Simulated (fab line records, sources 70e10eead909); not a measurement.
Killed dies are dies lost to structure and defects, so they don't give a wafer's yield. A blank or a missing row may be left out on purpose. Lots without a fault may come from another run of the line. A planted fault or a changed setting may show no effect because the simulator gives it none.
Tool commonality check | flow nand_harc | 1 lot, 3 wafers sampled

WHY IT WAS OPENED
At NHARC_END_SORT_01 the reading killed_at_periphery is flagged on 1 of 1 lot. Wafers without a fault read 3.8, standard deviation 2.7.
Rule: a lot is flagged when every wafer of it that has a number lies more than 4 standard deviations from that mean, or none has a number. The other lots count as sound.

lot  | measured     | on        | killed_at_periphery, wafer by wafer | flag
L766 | day 20 21:44 | prober-02 | 661 651 655                         | FLAGGED
The numbers of the flagged lots are 655.7 on average: +651.9 against the usual, or +99 or more standard deviations.

WHICH TOOL RAN EACH LOT
The record holds 3 process steps before the reading, out of a route of 1159 steps. In each cell: the tool, then ch and the chambers that the sampled wafers went through, then the start.
lot  | flag    | NHARC_P_ZERO_WELL_EXPOSE_34      | NHARC_P_GATE_STRIP_75 | NHARC_P_GATE_DESCUM_93
L766 | FLAGGED | krf_scanner-03 ch 0, day 3 10:01 | no row                | no row
What these steps do:
- NHARC_P_ZERO_WELL_EXPOSE_34: exposes mask P PWELL, target cd 720 nm.
- NHARC_P_GATE_STRIP_75: strips in O2.
- NHARC_P_GATE_DESCUM_93: chemistry O2, time 3 s.
- NHARC_END_SORT_01

FLAGGED OVER TOTAL, TOOL BY TOOL (the gauges that took the reading come last)
step                        | tool           | lots run | flagged | share of the flagged lots | sound lots run after its first flagged lot
NHARC_P_ZERO_WELL_EXPOSE_34 | krf_scanner-03 | 1        | 1       | all                       | 0
NHARC_END_SORT_01           | prober-02      | 1        | 1       | all                       | 0

WHAT THE TABLE ALLOWS
2 rows of the table ran every flagged lot: krf_scanner-03 at NHARC_P_ZERO_WELL_EXPOSE_34, prober-02 at NHARC_END_SORT_01.
- krf_scanner-03 at NHARC_P_ZERO_WELL_EXPOSE_34: 1 of its 1 lot flagged. It ran no sound lot before its first flagged lot in this sample, so the start can't be narrowed down.
- prober-02 at NHARC_END_SORT_01: 1 of its 1 lot flagged. It ran no sound lot before its first flagged lot in this sample, so the start can't be narrowed down.
Counting lots can't tell these 2 tools apart, because each fits a fault that began at some hour. More lots, or a look at what each step does to the wafer, might.

WHAT THE SIMULATOR HAD PUT IN
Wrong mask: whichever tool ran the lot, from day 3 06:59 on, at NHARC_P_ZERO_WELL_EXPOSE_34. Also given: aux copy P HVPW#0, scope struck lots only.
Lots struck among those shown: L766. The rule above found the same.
